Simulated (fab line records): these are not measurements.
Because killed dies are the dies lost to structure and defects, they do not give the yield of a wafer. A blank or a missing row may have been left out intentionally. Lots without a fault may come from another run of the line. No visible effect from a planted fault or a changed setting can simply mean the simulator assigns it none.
Chamber matching    flow nandHarc    4 sister chambers for NHARC_A_STAIRCASE_CMP_472 on cmp-01
The step polishes SiO2. 42 wafers are shown with their chamber, then 12 later ones without.

== WAFERS, EACH WITH ITS CHAMBER ==
wafer   chamber  motorCurrentA (A)
L074.3  2        11.2
L074.4  1        12.4
L074.5  3        13.0
L074.1  3        13.3
L074.2  0        10.5
L074.6  2        11.8
L076.1  2        11.6
L076.2  1        11.6
L076.3  0        10.3
L076.4  3        12.3
L076.5  3        13.4
L076.6  0        10.0
L077.3  0        11.1
L077.4  3        12.7
L077.5  2        11.1
L078.1  0        11.1
L078.2  3        12.9
L078.5  3        13.2
L080.1  3        12.7
L080.4  0        10.5
L080.6  3        13.0
L080.2  1        11.8
L080.3  2        12.0
L080.5  0        10.8
L079.3  2        12.0
L079.5  0        10.6
L079.6  1        11.8
L081.1  3        12.4
L081.2  1        11.8
L081.5  3        12.3
L085.1  3        12.8
L085.5  3        12.8
L085.6  2        11.0
L088.2  1        11.4
L088.4  2        12.2
L088.6  3        13.0
L089.4  2        11.4
L089.5  3        12.5
L089.6  2        11.6
L090.2  1        11.6
L090.4  3        13.5
L090.6  3        12.7

SIGNATURES (averages over the wafers above)
reading        chamber 0  chamber 1  chamber 2  chamber 3  scatter within a chamber
motorCurrentA  10.613     11.771     11.590     12.853     0.372
Rule: for a wafer and a chamber, the distance is found by dividing, reading by reading, the gap between the wafer's reading and the chamber's mean by the reading's scatter, squaring, summing and taking the root. If the next closest chamber is less than 2 further off than the closest, the wafer can't be placed; otherwise it belongs to the closest. The scatter: take each reading less its chamber's mean, square it, sum over the shown wafers, divide by the number of wafers less the number of chambers, and take the root.

== WAFERS WITH NO CHAMBER GIVEN ==
wafer   motorCurrentA (A)
L092.1  10.8
L092.3  12.8
L092.5  11.7
L091.1  11.8
L091.3  11.7
L091.6  13.1
L095.3  11.7
L095.5  11.1
L095.6  12.2
L097.1  11.4
L097.2  10.0
L097.6  10.6

== WHICH CHAMBER EACH ONE RAN IN ==
wafer   from the rows above           in truth
L092.1  can't be placed: 0 or 2       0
L092.3  3                             3
L092.5  can't be placed: 1 or 2       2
L091.1  can't be placed: 1 or 2       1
L091.3  can't be placed: 1 or 2       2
L091.6  3                             3
L095.3  can't be placed: 1 or 2       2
L095.5  can't be placed: 0 or 2 or 1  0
L095.6  can't be placed: 1 or 2 or 3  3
L097.1  can't be placed: 2 or 1 or 0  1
L097.2  0                             0
L097.6  0                             0
Correct placement for 4 of the 12. From these rows, 8 cannot be placed; in 8 the true chamber is one of the candidates. 0 placed wrongly.
